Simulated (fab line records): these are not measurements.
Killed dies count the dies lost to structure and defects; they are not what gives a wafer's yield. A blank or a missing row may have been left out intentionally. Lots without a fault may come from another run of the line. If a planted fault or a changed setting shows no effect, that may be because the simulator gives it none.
Chamber matching    flow nand_harc    4 sister chambers for NHARC_A_ZERO_WELL_DESCUM_12 on rie_diel-07
The step chemistry O2, time 3 s. 39 wafers are shown with their chamber, then 12 later ones without.

== WAFERS WITH THEIR CHAMBER ==
wafer   chamber  showerhead_plenum_p_Torr (Torr)  drypump_motor_current_A (A)  oes_product_au (a.u.)
L075.1  3        1.92                             5.9                          0.993
L075.5  2        2.06                             6.1                          1.019
L075.6  1        1.90                             6.3                          0.994
L076.2  0        1.85                             5.7                          0.994
L076.3  1        1.90                             6.3                          0.990
L076.4  3        1.92                             5.9                          0.989
L077.2  1        1.90                             6.3                          0.992
L077.5  1        1.90                             6.3                          0.986
L077.6  2        2.06                             6.1                          1.009
L078.1  3        1.92                             5.9                          0.996
L078.3  0        1.85                             5.7                          0.987
L078.5  1        1.90                             6.3                          0.997
L079.3  2        2.06                             6.1                          1.013
L079.5  1        1.90                             6.3                          0.990
L079.6  2        2.06                             6.1                          1.009
L080.4  3        1.92                             5.9                          0.999
L080.5  1        1.90                             6.3                          0.990
L080.6  0        1.85                             5.7                          1.004
L081.1  2        2.06                             6.1                          1.006
L081.2  0        1.84                             5.7                          0.999
L081.3  1        1.90                             6.3                          0.980
L085.2  2        2.05                             6.1                          1.012
L085.3  1        1.90                             6.3                          0.997
L085.4  1        1.90                             6.3                          0.991
L086.1  0        1.85                             5.7                          0.991
L086.4  0        1.85                             5.8                          1.001
L086.6  1        1.90                             6.3                          0.997
L088.2  3        1.92                             5.9                          0.995
L088.3  2        2.05                             6.1                          1.004
L088.5  2        2.05                             6.1                          1.011
L089.3  2        2.05                             6.1                          1.010
L089.4  3        1.92                             5.9                          0.995
L089.5  2        2.05                             6.1                          1.017
L091.1  2        2.05                             6.1                          0.994
L091.3  3        1.92                             5.9                          0.993
L091.4  0        1.84                             5.7                          1.000
L092.1  2        2.05                             6.1                          0.983
L092.2  1        1.90                             6.2                          0.987
L092.5  1        1.90                             6.3                          0.983

SIGNATURES (averages over the wafers above)
reading                   chamber 0  chamber 1  chamber 2  chamber 3  scatter within a chamber
showerhead_plenum_p_Torr  1.8471     1.9000     2.0542     1.9200     0.00352
drypump_motor_current_A   5.714      6.292      6.100      5.900      0.0226
oes_product_au            0.99657    0.99031    1.00725    0.99429    0.00699
Rule: for each reading, subtract the chamber's mean from the wafer's reading, divide by that reading's scatter and square the result; add these up over the readings and take the root, which gives the wafer's distance from the chamber. If the next closest chamber is less than 2 further off than the closest, the wafer can't be placed; otherwise it belongs to the closest. The scatter: the root of (the sum of the squares of (reading less its chamber's mean) over the shown wafers, divided by (wafers less chambers)).

== WAFERS WITH NO CHAMBER GIVEN ==
wafer   showerhead_plenum_p_Torr (Torr)  drypump_motor_current_A (A)  oes_product_au (a.u.)
L093.3  1.92                             5.9                          1.005
L093.5  1.90                             6.2                          0.992
L093.6  1.84                             5.7                          0.991
L094.1  1.90                             6.3                          0.984
L094.4  2.05                             6.1                          0.995
L094.5  1.84                             5.7                          0.996
L095.2  1.90                             6.2                          0.973
L095.5  1.92                             5.9                          0.992
L095.6  2.05                             6.1                          1.011
L096.1  1.90                             6.2                          0.993
L096.5  1.92                             5.9                          1.000
L096.6  2.05                             6.1                          0.995

== CHAMBER TAKEN BY EACH ==
wafer   from the rows above  in truth
L093.3  3                    3
L093.5  1                    1
L093.6  0                    0
L094.1  1                    1
L094.4  2                    2
L094.5  0                    0
L095.2  1                    1
L095.5  3                    3
L095.6  2                    2
L096.1  1                    1
L096.5  3                    3
L096.6  2                    2
12 of 12 placed correctly. Number that these rows cannot place: 0. Wrongly placed: 0.
